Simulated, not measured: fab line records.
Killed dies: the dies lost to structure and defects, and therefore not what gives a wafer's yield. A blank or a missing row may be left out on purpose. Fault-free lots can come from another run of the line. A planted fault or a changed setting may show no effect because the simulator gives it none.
Chamber matching :: flow n5_finfet :: N5_GATE_CUT_STRIP_41 on rie_diel-04 has 4 sister chambers
The step strips in CF4. 4 wafers are shown with their chamber, then 12 later ones without.

== WAFERS WITH THEIR CHAMBER ==
wafer: L085.2
chamber: 2
drypump_motor_current_A (A): 6.2

wafer: L088.2
chamber: 1
drypump_motor_current_A (A): 6.3

wafer: L088.4
chamber: 3
drypump_motor_current_A (A): 5.9

wafer: L088.5
chamber: 0
drypump_motor_current_A (A): 5.6

== WAFERS WITHOUT THEIR CHAMBER ==
wafer: L089.2
drypump_motor_current_A (A): 5.6

wafer: L089.3
drypump_motor_current_A (A): 6.2

wafer: L089.5
drypump_motor_current_A (A): 6.3

wafer: L091.1
drypump_motor_current_A (A): 5.6

wafer: L091.2
drypump_motor_current_A (A): 6.2

wafer: L091.3
drypump_motor_current_A (A): 6.3

wafer: L093.2
drypump_motor_current_A (A): 5.7

wafer: L093.3
drypump_motor_current_A (A): 6.2

wafer: L093.4
drypump_motor_current_A (A): 6.2

wafer: L095.2
drypump_motor_current_A (A): 5.9

wafer: L095.3
drypump_motor_current_A (A): 6.3

wafer: L095.4
drypump_motor_current_A (A): 6.2

== CHAMBER TAKEN BY EACH ==
wafer: L089.2
from the rows above: 0
in truth: 0

wafer: L089.3
from the rows above: 2
in truth: 2

wafer: L089.5
from the rows above: 1
in truth: 1

wafer: L091.1
from the rows above: 0
in truth: 0

wafer: L091.2
from the rows above: 2
in truth: 2

wafer: L091.3
from the rows above: 1
in truth: 1

wafer: L093.2
from the rows above: 0
in truth: 0

wafer: L093.3
from the rows above: 2
in truth: 2

wafer: L093.4
from the rows above: 2
in truth: 2

wafer: L095.2
from the rows above: 3
in truth: 3

wafer: L095.3
from the rows above: 1
in truth: 1

wafer: L095.4
from the rows above: 2
in truth: 2
Correctly placed: 12 of 12. Number that these rows cannot place: 0. Number placed wrongly: 0.
How it was worked out, from the rows above alone: a wafer's distance from a chamber is the root of the sum, over the readings, of the square of ((its reading less the chamber's mean) divided by the reading's scatter). The wafer belongs to the nearest chamber; if the next one is less than 2 further off, it can't be placed. The mean given for a chamber averages the wafers shown for that chamber. The scatter: with one shown wafer a chamber, the root of the mean of the squares of how far each hidden wafer lies from its nearest shown one.
